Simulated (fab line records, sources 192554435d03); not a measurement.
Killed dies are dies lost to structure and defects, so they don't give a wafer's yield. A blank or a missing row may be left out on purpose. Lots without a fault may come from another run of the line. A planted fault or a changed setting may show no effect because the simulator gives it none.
Chamber matching | flow n5_finfet | N5_BEOL_M6_CMP_52 on cmp-03: 4 sister chambers
The step polishes, stops on SiCOH lowk, t overpolish 6.9 s, target thk 80 nm. 8 wafers are shown with their chamber, then 8 later ones without.

WAFERS WITH THEIR CHAMBER
wafer  | chamber | motor_current_A (A) | time_to_endpoint_s (s)
L080.1 | 3       | 6.3                 | 67
L080.3 | 2       | 6.9                 | 67
L080.5 | 0       | 6.9                 | 58
L077.2 | 0       | 6.3                 | 57
L084.3 | 1       | 5.3                 | 64
L084.4 | 2       | 6.9                 | 69
L084.6 | 1       | 5.3                 | 65
L086.1 | 3       | 6.6                 | 65

WAFERS WITHOUT THEIR CHAMBER
wafer  | motor_current_A (A) | time_to_endpoint_s (s)
L086.3 | 6.4                 | 60
L086.6 | 7.1                 | 66
L088.1 | 7.2                 | 67
L088.4 | 5.1                 | 62
L088.5 | 5.0                 | 62
L090.3 | 6.3                 | 66
L090.4 | 7.2                 | 66
L090.6 | 5.8                 | 66

WHICH CHAMBER EACH WENT THROUGH
wafer  | from the rows above     | in truth
L086.3 | 0                       | 0
L086.6 | can't be placed: 2 or 3 | 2
L088.1 | can't be placed: 2 or 3 | 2
L088.4 | 1                       | 1
L088.5 | 1                       | 1
L090.3 | 3                       | 3
L090.4 | can't be placed: 2 or 3 | 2
L090.6 | can't be placed: 1 or 3 | 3
Placed correctly: 4 of 8. Can't be placed from these rows: 4 (the true chamber is among the candidates in 4). Placed wrongly: 0.
How it was worked out, from the rows above alone: a wafer's distance from a chamber is the root of the sum, over the readings, of the square of ((its reading less the chamber's mean) divided by the reading's scatter). The wafer belongs to the nearest chamber; if the next one is less than 2 further off, it can't be placed. A chamber's mean is the mean of its shown wafers. The scatter: the root of (the sum of the squares of (reading less its chamber's mean) over the shown wafers, divided by (wafers less chambers)).
